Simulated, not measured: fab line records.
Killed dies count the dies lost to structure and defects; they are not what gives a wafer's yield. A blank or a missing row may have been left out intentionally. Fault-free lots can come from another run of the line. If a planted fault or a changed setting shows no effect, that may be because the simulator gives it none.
fab line records	flow nandHarc	part 1 of 2: steps 1 to 25 of 34
record: lots: 5	wafers: 15	lastDay: 24
route steps=1159 shown P_GATE@190 P_CONTACT@217
lots with no fault: from the same line, run without faults
startH: start of the lot's first displayed wafer, in hours after the record's first day	waitH: hours from the lot's prior step to this one	" as in the row above	L1.1+2: a row that stands for several wafers	- no value, or no start given	* or withheld: withheld	< > ~ a bound
route shown NAME@n: NAME is a module with steps in the file, n the number in the route of the first one	usual: average and standard deviation across the fault-free wafers	same: alike in all rows	chamber/n: place in a boat	sites: readings site by site	_std_site: standard deviation across them	_edge_site: mean of outer sites minus mean of inner sites	radiusMm: how far each site lies from the wafer's centre	mask NAME#n: copy n	behind: the most recent tool/chamber to have shaped the wafer	hold: what put the lot on hold/how long, in hours/how the hold closed	device: which transistor (n, p or np) failed to switch	end of line: the same wafers' tests at the end of the route	a step given without rows: its recipe and nothing more	killed: dies that structure and defects cost at the first sort, which is not the same as the wafer's yield	map: dies across one wafer; x = killed, . = not, _ = none there
set.NAME: the run value of the setting; set.NAME@STEP: its run value at that earlier step	model.NAME: the simulator's own value behind a step, which no gauge read
lots seen at some steps along the route; tables by step, rows by wafer
services: from which hour (startH, from the record's first day; less than 0 if before it) a tool's chamber was out of use, for how many hours, and why
== steps ==
step: NHARC_P_GATE_STRIP_76
recipe: powerW: 1500	tempC: 250	chemistry: O2
usual: drypumpMotorCurrentA: 5.7/0.55	heaterPowerW: 339/23	tempC: 250.01/0.19
lot.wafer	tool	chamber	startH	waitH	drypumpMotorCurrentA	heaterPowerW	rfHoursCounterH	tempC
L076.1	plasmaAsher-01	0	110.61	0.2	5.2	313	1	249.95
L076.3	"	1	"	"	6.2	353	-	250.10
L076.4	"	0	"	"	5.2	312	-	249.59
L080.1	plasmaAsher-01	1	141.61	0.2	6.2	353	13	250.16
L080.4	"	1	"	"	6.2	353	-	250.44
L080.3	"	0	"	"	5.2	317	-	249.70
L086.2	plasmaAsher-01	0	181.55	0.2	5.2	308	24	250.24
L086.5	"	1	"	"	6.2	343	-	249.44
L086.6	"	0	"	"	5.2	307	-	249.92
L091.2	plasmaAsher-01	1	209.07	0.2	6.2	357	35	250.05
L091.4	"	1	"	"	6.2	349	-	250.03
L091.5	"	1	"	"	6.2	349	-	250.03
L095.2	plasmaAsher-01	0	229.16	0.2	5.2	307	42	250.05
L095.3	"	1	"	"	6.2	353	-	249.97
L095.6	"	1	"	"	6.2	351	-	249.98
step: NHARC_P_GATE_STRIP_63
recipe: timeS: 900	tempC: 130	chemistry: SPM
usual: bathHeatDutyPct: 14.3/1.5	tempC: 129.99/0.14
lot.wafer	tool	chamber	startH	waitH	bathHeatDutyPct	tempC
L076.4	wetBench-05	2	110.75	0.1	15.5	129.82
L076.3	"	5	"	"	15.0	130.31
L076.1	"	6	"	"	12.4	130.05
L080.3	wetBench-02	0	141.76	0.1	12.3	129.89
L080.1	"	2	"	"	16.5	129.90
L080.4	"	3	"	"	11.8	129.87
L086.2	wetBench-05	3	181.68	0.1	16.3	129.99
L086.6	"	4	"	"	13.0	129.89
L086.5	"	7	"	"	14.6	129.75
L091.2	wetBench-05	0	209.22	0.1	15.4	129.90
L091.5	"	2	"	"	16.0	130.08
L091.4	"	3	"	"	15.5	130.17
L095.2	wetBench-02	7	229.30	0.1	12.9	130.07
L095.3	"	0	"	"	12.2	129.94
L095.6	"	2	"	"	14.8	129.89
step: NHARC_P_GATE_DEHYDRATE_83
recipe: tempC: 150	timeS: 120
usual: plateTempC: 150.01/0.15	resistLineTempC: 23.00/0.11
lot.wafer	tool	chamber	startH	waitH	plateTempC	resistLineTempC
L076.1	lithoTrack-05	0	111.10	-	150.14	22.97
L076.3	"	0	"	"	150.17	23.06
L076.4	"	0	"	"	150.27	22.86
L080.1	lithoTrack-05	0	142.11	-	149.86	23.08
L080.3	"	0	"	"	149.92	23.07
L080.4	"	0	"	"	149.79	22.95
L086.2	lithoTrack-03	0	182.03	-	149.91	23.24
L086.5	"	0	"	"	149.93	23.11
L086.6	"	0	"	"	149.93	23.00
L091.2	lithoTrack-05	0	209.55	-	149.94	23.19
L091.4	"	0	"	"	149.82	23.13
L091.5	"	0	"	"	149.91	23.03
L095.2	lithoTrack-03	0	229.66	-	150.12	22.87
L095.3	"	0	"	"	150.21	22.82
L095.6	"	0	"	"	150.02	22.71
step: NHARC_P_GATE_HMDS_84
recipe: timeS: 30
usual: resistLineTempC: 23.01/0.098
lot.wafer	tool	chamber	startH	waitH	resistLineTempC
L076.1	lithoTrack-05	0	-	-	22.95
L076.3	"	0	"	"	22.97
L076.4	"	0	"	"	22.82
L080.1	lithoTrack-05	0	-	-	22.98
L080.3	"	0	"	"	23.14
L080.4	"	0	"	"	23.09
L086.2	lithoTrack-03	0	-	-	23.02
L086.5	"	0	"	"	22.99
L086.6	"	0	"	"	22.97
L091.2	lithoTrack-05	0	-	-	22.79
L091.4	"	0	"	"	22.89
L091.5	"	0	"	"	23.00
L095.2	lithoTrack-03	0	-	-	23.11
L095.3	"	0	"	"	22.99
L095.6	"	0	"	"	23.05
step: NHARC_P_GATE_COAT_85
recipe: spinRpm: 3000
usual: resistLineTempC: 23.01/0.1
lot.wafer	tool	chamber	startH	waitH	resistLineTempC
L076.1	lithoTrack-05	0	-	-	23.05
L076.3	"	0	"	"	23.07
L076.4	"	0	"	"	23.10
L080.1	lithoTrack-05	0	-	-	23.01
L080.3	"	0	"	"	23.03
L080.4	"	0	"	"	23.16
L086.2	lithoTrack-03	0	-	-	23.12
L086.5	"	0	"	"	22.92
L086.6	"	0	"	"	23.14
L091.2	lithoTrack-05	0	-	-	23.10
L091.4	"	0	"	"	23.08
L091.5	"	0	"	"	23.09
L095.2	lithoTrack-03	0	-	-	23.15
L095.3	"	0	"	"	23.00
L095.6	"	0	"	"	23.04
step: NHARC_P_GATE_SOFTBAKE_86
recipe: tempC: 122	timeS: 95
usual: plateTempC: 122.02/0.15	resistLineTempC: 22.98/0.11
lot.wafer	tool	chamber	startH	waitH	plateTempC	resistLineTempC
L076.1	lithoTrack-05	0	-	-	121.87	22.83
L076.3	"	0	"	"	121.74	22.92
L076.4	"	0	"	"	121.90	22.94
L080.1	lithoTrack-05	0	-	-	121.83	23.08
L080.3	"	0	"	"	121.75	23.00
L080.4	"	0	"	"	121.71	23.04
L086.2	lithoTrack-03	0	-	-	122.15	22.74
L086.5	"	0	"	"	122.03	22.92
L086.6	"	0	"	"	122.18	22.94
L091.2	lithoTrack-05	0	-	-	122.07	23.03
L091.4	"	0	"	"	122.04	22.97
L091.5	"	0	"	"	122.29	23.05
L095.2	lithoTrack-03	0	-	-	122.24	22.77
L095.3	"	0	"	"	122.13	22.90
L095.6	"	0	"	"	122.17	22.87
step: NHARC_P_GATE_EBR_87
usual: resistLineTempC: 23.02/0.12
lot.wafer	tool	chamber	startH	waitH	resistLineTempC
L076.1	lithoTrack-05	0	-	-	22.85
L076.3	"	0	"	"	22.87
L076.4	"	0	"	"	22.98
L080.1	lithoTrack-05	0	-	-	23.14
L080.3	"	0	"	"	23.13
L080.4	"	0	"	"	23.04
L086.2	lithoTrack-03	0	-	-	22.97
L086.5	"	0	"	"	23.02
L086.6	"	0	"	"	22.87
L091.2	lithoTrack-05	0	-	-	22.87
L091.4	"	0	"	"	22.98
L091.5	"	0	"	"	22.94
L095.2	lithoTrack-03	0	-	-	23.07
L095.3	"	0	"	"	23.09
L095.6	"	0	"	"	22.91
step: NHARC_P_GATE_EXPOSE_88
recipe: na: 0.6	targetCdNm: 2000	doseMj: 11.87	maskId: P_HVN
usual: exposureDoseMJCm2: 11.867/0.014
lot.wafer	tool	chamber	startH	waitH	mask	exposureDoseMJCm2
L076.1	krfScanner-03	0	111.24	-	P_HVN#0	11.860
L076.3	"	0	"	"	P_HVN#0	11.861
L076.4	"	0	"	"	P_HVN#0	11.856
L080.1	krfScanner-03	0	142.38	-	P_HVN#0	11.848
L080.3	"	0	"	"	P_HVN#0	11.877
L080.4	"	0	"	"	P_HVN#0	11.862
L086.2	krfScanner-04	0	182.31	-	P_HVN#0	11.878
L086.5	"	0	"	"	P_HVN#0	11.883
L086.6	"	0	"	"	P_HVN#0	11.876
L091.2	krfScanner-03	0	209.83	-	P_HVN#0	11.858
L091.4	"	0	"	"	P_HVN#0	11.860
L091.5	"	0	"	"	P_HVN#0	11.870
L095.2	krfScanner-03	0	229.94	-	P_HVN#0	11.871
L095.3	"	0	"	"	P_HVN#0	11.876
L095.6	"	0	"	"	P_HVN#0	11.855
step: NHARC_P_GATE_PEB_89
recipe: pebTempC: 118	pebTimeS: 85
usual: plateTempC: 117.99/0.16	resistLineTempC: 22.99/0.12
same: pebTimeS: 85
lot.wafer	tool	chamber	startH	waitH	plateTempC	resistLineTempC
L076.1	lithoTrack-05	0	111.31	0.1	118.27	22.87
L076.3	"	0	"	"	118.23	22.98
L076.4	"	0	"	"	118.21	23.06
L080.1	lithoTrack-03	0	142.45	0.1	117.57	23.16
L080.3	"	0	"	"	117.83	23.01
L080.4	"	0	"	"	117.72	22.97
L086.2	lithoTrack-05	0	182.37	0.1	117.98	23.07
L086.5	"	0	"	"	118.02	23.14
L086.6	"	0	"	"	118.04	22.97
L091.2	lithoTrack-03	0	209.89	0.1	117.85	22.77
L091.4	"	0	"	"	117.97	22.81
L091.5	"	0	"	"	117.77	22.81
L095.2	lithoTrack-05	0	230.01	0.1	118.25	22.92
L095.3	"	0	"	"	118.00	22.87
L095.6	"	0	"	"	118.08	23.08
step: NHARC_P_GATE_DEVELOP_90
recipe: timeS: 70
usual: resistLineTempC: 23.01/0.1
lot.wafer	tool	chamber	startH	waitH	resistLineTempC
L076.1	lithoTrack-05	0	-	-	23.07
L076.3	"	0	"	"	22.95
L076.4	"	0	"	"	22.97
L080.1	lithoTrack-03	0	-	-	23.02
L080.3	"	0	"	"	23.01
L080.4	"	0	"	"	23.12
L086.2	lithoTrack-05	0	-	-	22.86
L086.5	"	0	"	"	22.90
L086.6	"	0	"	"	22.83
L091.2	lithoTrack-03	0	-	-	22.88
L091.4	"	0	"	"	23.08
L091.5	"	0	"	"	23.04
L095.2	lithoTrack-05	0	-	-	22.96
L095.3	"	0	"	"	22.98
L095.6	"	0	"	"	22.90
step: NHARC_P_GATE_CD_MEAS_91
recipe: targetCdNm: 2000	landingEnergyEv: 500
usual: cdNm: 1999.0/3
lot.wafer	tool	chamber	startH	waitH	cdNm
L076.1	cdSem-02	0	111.40	-	1996.9
L076.3	"	0	"	"	1995.7
L076.4	"	0	"	"	1998.2
L080.1	cdSem-03	0	142.54	-	2002.0
L080.3	"	0	"	"	2002.7
L080.4	"	0	"	"	2003.0
L086.2	cdSem-02	0	182.46	-	1996.0
L086.5	"	0	"	"	1997.8
L086.6	"	0	"	"	1998.1
L091.2	cdSem-02	0	209.98	-	2000.6
L091.4	"	0	"	"	2002.1
L091.5	"	0	"	"	1999.6
L095.2	cdSem-02	0	230.10	-	1994.4
L095.3	"	0	"	"	1996.6
L095.6	"	0	"	"	1996.5
step: NHARC_P_GATE_HARDBAKE_92
recipe: tempC: 125	timeS: 80
usual: plateTempC: 124.99/0.14	resistLineTempC: 23.00/0.1
lot.wafer	tool	chamber	startH	waitH	plateTempC	resistLineTempC
L076.1	lithoTrack-05	0	111.48	-	125.11	22.99
L076.3	"	0	"	"	125.02	22.96
L076.4	"	0	"	"	124.99	23.06
L080.1	lithoTrack-02	0	142.62	-	125.15	22.99
L080.3	"	0	"	"	124.82	22.89
L080.4	"	0	"	"	125.03	23.07
L086.2	lithoTrack-03	0	182.55	-	125.01	23.02
L086.5	"	0	"	"	124.86	23.00
L086.6	"	0	"	"	125.00	22.86
L091.2	lithoTrack-03	0	210.06	-	124.66	23.08
L091.4	"	0	"	"	124.70	22.94
L091.5	"	0	"	"	124.79	23.15
L095.2	lithoTrack-05	0	230.18	-	125.12	23.17
L095.3	"	0	"	"	125.26	22.91
L095.6	"	0	"	"	125.11	23.02
step: NHARC_P_GATE_DESCUM_93
recipe: timeS: 3	o2FlowSccm: 200	arFlowSccm: 0	biasPowerW: 0	chemistry: O2
usual: chamberPressureMTorr: 60.00/0.055	drypumpMotorCurrentA: 5.8/0.41	oesProductAu: 1.001/0.014	rfVppV: 57.8/0.97	showerheadPlenumPTorr: 1.91/0.1	throttleValvePct: 11.312/0.0095
lot.wafer	tool	chamber	startH	waitH	chamberPressureMTorr	drypumpMotorCurrentA	oesProductAu	rfHoursCounterH	rfVppV	showerheadPlenumPTorr	throttleValvePct
L076.1	rieDiel-02	0	111.56	-	60.00	5.4	0.991	50	59.2	2.01	11.323
L076.4	"	1	"	"	59.99	5.4	0.987	49	58.0	1.80	11.310
L076.3	"	3	"	"	60.04	6.7	0.974	48	57.0	2.04	11.305
L080.1	rieDiel-12	3	142.70	-	60.02	6.0	1.014	19	59.6	1.99	11.296
L080.4	"	0	"	"	59.99	6.1	0.999	20	56.2	1.79	11.322
L080.3	"	1	"	"	60.00	5.4	0.994	20	58.4	1.85	11.322
L086.2	rieDiel-02	1	182.62	-	59.99	5.4	0.984	8	57.3	1.79	11.317
L086.5	"	1	"	"	59.88	5.4	0.986	-	56.2	1.79	11.306
L086.6	"	2	"	"	60.04	6.5	0.998	-	58.5	1.77	11.325
L091.2	rieDiel-03	2	210.16	-	59.99	5.7	1.005	58	57.9	1.98	11.316
L091.4	"	3	"	"	60.07	5.2	0.990	49	57.2	1.84	11.311
L091.5	"	1	"	"	59.94	5.3	0.985	-	57.2	1.85	11.314
L095.2	rieDiel-12	0	230.26	-	59.98	6.1	1.000	3	58.3	1.78	11.308
L095.3	"	3	"	"	59.96	5.9	1.024	4	58.9	1.99	11.307
L095.6	"	0	"	"	59.99	6.1	1.015	-	57.7	1.78	11.325
step: NHARC_P_GATE_IMPLANT_94
recipe: energyKev: 60	doseCm2: 2e+15	tiltDeg: 7
same: implantIonAmu: 31
lot.wafer	tool	chamber	startH	waitH
L076.1+3+4	implanter-02	0	111.72	0.1
L080.1+3+4	implanter-01	0	142.85	0.1
L086.2+5+6	implanter-01	0	182.80	0.2
L091.2+4+5	implanter-02	0	210.31	0.1
L095.2+3+6	implanter-02	0	230.43	0.2
step: NHARC_P_GATE_STRIP_113
recipe: powerW: 1500	tempC: 110	timeS: 740	chemistry: N2/H2
usual: drypumpMotorCurrentA: 5.7/0.59	heaterPowerW: 93/5.3	tempC: 110.02/0.15
lot.wafer	tool	chamber	startH	waitH	drypumpMotorCurrentA	heaterPowerW	rfHoursCounterH	tempC
L076.1	plasmaAsher-02	1	112.06	0.3	5.2	93	35	109.82
L076.3	"	0	"	"	6.4	100	-	110.13
L076.4	"	1	"	"	5.2	95	-	109.94
L080.1	plasmaAsher-02	0	143.19	0.3	6.4	100	46	110.38
L080.4	"	1	"	"	5.1	93	-	110.03
L080.3	"	0	"	"	6.4	100	-	110.05
L086.2	plasmaAsher-01	0	182.99	0.2	5.2	85	24	109.93
L086.5	"	0	"	"	5.2	83	-	110.03
L086.6	"	1	"	"	6.2	92	-	109.89
L091.2	plasmaAsher-02	1	210.50	0.2	5.2	94	6	109.89
L091.4	"	0	"	"	6.4	97	-	110.20
L091.5	"	1	"	"	5.2	93	-	109.56
L095.2	plasmaAsher-01	0	230.75	0.3	5.1	83	42	110.05
L095.3	"	1	"	"	6.2	92	-	109.95
L095.6	"	0	"	"	5.2	83	-	109.91
step: NHARC_P_GATE_STRIP_95
recipe: powerW: 1500	tempC: 250	chemistry: O2
usual: drypumpMotorCurrentA: 5.7/0.59	heaterPowerW: 349/20	tempC: 250.00/0.17
lot.wafer	tool	chamber	startH	waitH	drypumpMotorCurrentA	heaterPowerW	rfHoursCounterH	tempC
L076.1	plasmaAsher-02	1	112.67	0.5	5.1	351	35	249.70
L076.3	"	0	"	"	6.4	376	-	250.09
L076.4	"	1	"	"	5.1	348	-	249.72
L080.1	plasmaAsher-02	0	143.80	0.5	6.4	369	47	250.22
L080.4	"	1	"	"	5.1	347	-	249.99
L080.3	"	0	"	"	6.4	372	-	250.06
L086.2	plasmaAsher-01	0	183.71	0.6	5.2	315	25	250.07
L086.5	"	0	"	"	5.2	312	-	250.01
L086.6	"	1	"	"	6.2	341	-	250.22
L091.2	plasmaAsher-02	1	211.22	0.6	5.1	356	7	250.30
L091.4	"	0	"	"	6.4	363	-	249.74
L091.5	"	1	"	"	5.2	357	-	250.05
L095.2	plasmaAsher-01	0	231.36	0.5	5.2	312	43	249.96
L095.3	"	1	"	"	6.2	345	-	249.97
L095.6	"	0	"	"	5.2	305	-	250.03
step: NHARC_P_GATE_STRIP_96
recipe: timeS: 900	tempC: 130	chemistry: SPM
usual: bathHeatDutyPct: 14.7/1.7	tempC: 129.99/0.14
lot.wafer	tool	chamber	startH	waitH	bathHeatDutyPct	tempC
L076.4	wetBench-05	7	112.88	0.2	13.5	129.85
L076.1	"	0	"	"	13.2	130.14
L076.3	"	1	"	"	17.0	130.31
L080.4	wetBench-05	0	144.01	0.2	12.9	129.92
L080.3	"	1	"	"	16.6	129.90
L080.1	"	2	"	"	17.1	129.97
L086.6	wetBench-06	7	183.92	0.1	16.6	130.00
L086.5	"	0	"	"	18.0	130.06
L086.2	"	1	"	"	13.1	129.93
L091.2	wetBench-05	6	211.43	0.2	11.8	129.99
L091.4	"	7	"	"	14.9	129.75
L091.5	"	1	"	"	15.9	129.69
L095.6	wetBench-05	3	231.56	0.1	15.7	130.02
L095.2	"	5	"	"	13.3	129.99
L095.3	"	6	"	"	11.9	129.84
step: NHARC_P_GATE_RTA_64
recipe: tempC: 1050	timeS: 1
usual: lampPowerPct: 32/5	wafer_temp_C_max: 1054.4/1.1
lot.wafer	tool	chamber	startH	waitH	lampPowerPct	wafer_temp_C_max
L076.1	rtpAnneal-01	0	113.23	-	37	1055.2
L076.3	"	0	"	"	38	1055.5
L076.4	"	0	"	"	38	1058.6
L080.1	rtpAnneal-01	0	144.36	-	37	1054.0
L080.3	"	0	"	"	37	1055.6
L080.4	"	0	"	"	37	1056.4
L086.2	rtpAnneal-02	0	184.30	-	27	1054.6
L086.5	"	0	"	"	27	1056.1
L086.6	"	0	"	"	27	1053.6
L091.2	rtpAnneal-01	0	211.84	-	37	1054.1
L091.4	"	0	"	"	37	1054.1
L091.5	"	0	"	"	37	1054.6
L095.2	rtpAnneal-02	0	231.94	-	27	1055.8
L095.3	"	0	"	"	27	1054.7
L095.6	"	0	"	"	27	1054.6
step: NHARC_P_GATE_ETCH_77
recipe: targetDepthA: 60	chemistry: dHF	material: SiO2
lot.wafer	tool	chamber	startH	waitH
L076.4+1+3	wetBench-06	4,5,6	113.45	0.1
L080.1+4+3	wetBench-02	0,3,5	144.57	0.2
L086.2+6+5	wetBench-05	0,2,4	184.47	0.1
L091.5+4+2	wetBench-06	6,7,3	212.01	0.1
L095.6+2+3	wetBench-06	2,4,5	232.12	0.0
step: NHARC_P_GATE_DEGAS_109
recipe: tempC: 300	timeS: 60
usual: heaterPowerW: 432/35	susceptorTempC: 299.99/0.2
lot.wafer	tool	chamber	startH	waitH	heaterPowerW	susceptorTempC
L076.3	pvdSputter-02	-	113.54	0.1	428	299.73
L076.4	"	-	"	"	486	299.79
L076.1	"	-	"	"	408	299.90
L080.4	pvdSputter-01	-	144.68	0.1	426	299.87
L080.3	"	-	"	"	409	300.11
L080.1	"	-	"	"	388	300.42
L086.2	pvdSputter-01	-	184.57	0.1	395	299.60
L086.5	"	-	"	"	388	299.61
L086.6	"	-	"	"	410	300.17
L091.2	pvdSputter-01	-	212.12	0.1	449	300.21
L091.4	"	-	"	"	419	299.90
L091.5	"	-	"	"	412	300.18
L095.2	pvdSputter-02	-	232.22	0.1	471	299.85
L095.3	"	-	"	"	373	299.58
L095.6	"	-	"	"	464	299.96
step: NHARC_P_GATE_PRE_CLEAN_110
recipe: timeS: 30	biasV: 200	gas: Ar
lot.wafer	tool	chamber	startH	waitH
L076.4+3+1	pvdSputter-02	-	-	-
L080.3+1+4	pvdSputter-01	-	-	-
L086.2+6+5	pvdSputter-01	-	-	-
L091.4+2+5	pvdSputter-01	-	-	-
L095.3+2+6	pvdSputter-02	-	-	-
step: NHARC_P_GATE_SPUTTER_78
recipe: targetThkA: 100	material: Ni
lot.wafer	tool	chamber	startH	waitH
L076.3+1+4	pvdSputter-02	-	-	-
L080.3+4+1	pvdSputter-01	-	-	-
L086.2+6+5	pvdSputter-01	-	-	-
L091.2+4+5	pvdSputter-01	-	-	-
L095.2+3+6	pvdSputter-02	-	-	-
step: NHARC_P_GATE_SPUTTER_79
recipe: targetThkA: 100	material: TiN
lot.wafer	tool	chamber	startH	waitH
L076.4+1+3	pvdSputter-02	-	-	-
L080.3+4+1	pvdSputter-01	-	-	-
L086.2+6+5	pvdSputter-01	-	-	-
L091.2+4+5	pvdSputter-01	-	-	-
L095.3+2+6	pvdSputter-02	-	-	-
step: NHARC_P_GATE_RTA_80
recipe: tempC: 300	timeS: 30
usual: lampPowerPct: 1.96/0.3	wafer_temp_C_max: 301.4/0.39
lot.wafer	tool	chamber	startH	waitH	lampPowerPct	wafer_temp_C_max
L076.1	rtpAnneal-02	0	113.93	-	1.63	301.1
L076.3	"	0	"	"	1.63	301.1
L076.4	"	0	"	"	1.63	301.0
L080.1	rtpAnneal-01	0	144.97	-	2.24	301.6
L080.3	"	0	"	"	2.23	301.6
L080.4	"	0	"	"	2.24	302.0
L086.2	rtpAnneal-01	0	184.90	-	2.23	301.6
L086.5	"	0	"	"	2.23	301.3
L086.6	"	0	"	"	2.23	301.5
L091.2	rtpAnneal-01	0	212.59	-	2.23	300.8
L091.4	"	0	"	"	2.23	301.1
L091.5	"	0	"	"	2.23	301.2
L095.2	rtpAnneal-01	0	232.54	-	2.23	301.6
L095.3	"	0	"	"	2.23	301.3
L095.6	"	0	"	"	2.23	301.5
step: NHARC_P_GATE_STRIP_67
recipe: timeS: 600	tempC: 130	chemistry: SPM
usual: bathHeatDutyPct: 14.6/1.6	tempC: 130.00/0.13
lot.wafer	tool	chamber	startH	waitH	bathHeatDutyPct	tempC
L076.4	wetBench-06	4	114.14	0.1	14.0	129.93
L076.3	"	6	"	"	15.4	130.03
L076.1	"	0	"	"	17.5	130.00
L080.4	wetBench-06	0	145.16	0.1	17.4	130.03
L080.3	"	3	"	"	13.2	130.01
L080.1	"	4	"	"	14.7	130.01
L086.2	wetBench-05	6	185.07	0.1	12.1	129.94
L086.5	"	2	"	"	15.8	129.68
L086.6	"	3	"	"	16.0	130.08
L091.2	wetBench-05	3	212.77	0.2	14.0	130.16
L091.5	"	4	"	"	13.7	130.12
L091.4	"	5	"	"	13.7	129.89
L095.6	wetBench-05	6	232.72	0.0	12.6	130.15
L095.3	"	1	"	"	14.5	130.13
L095.2	"	2	"	"	15.9	129.84
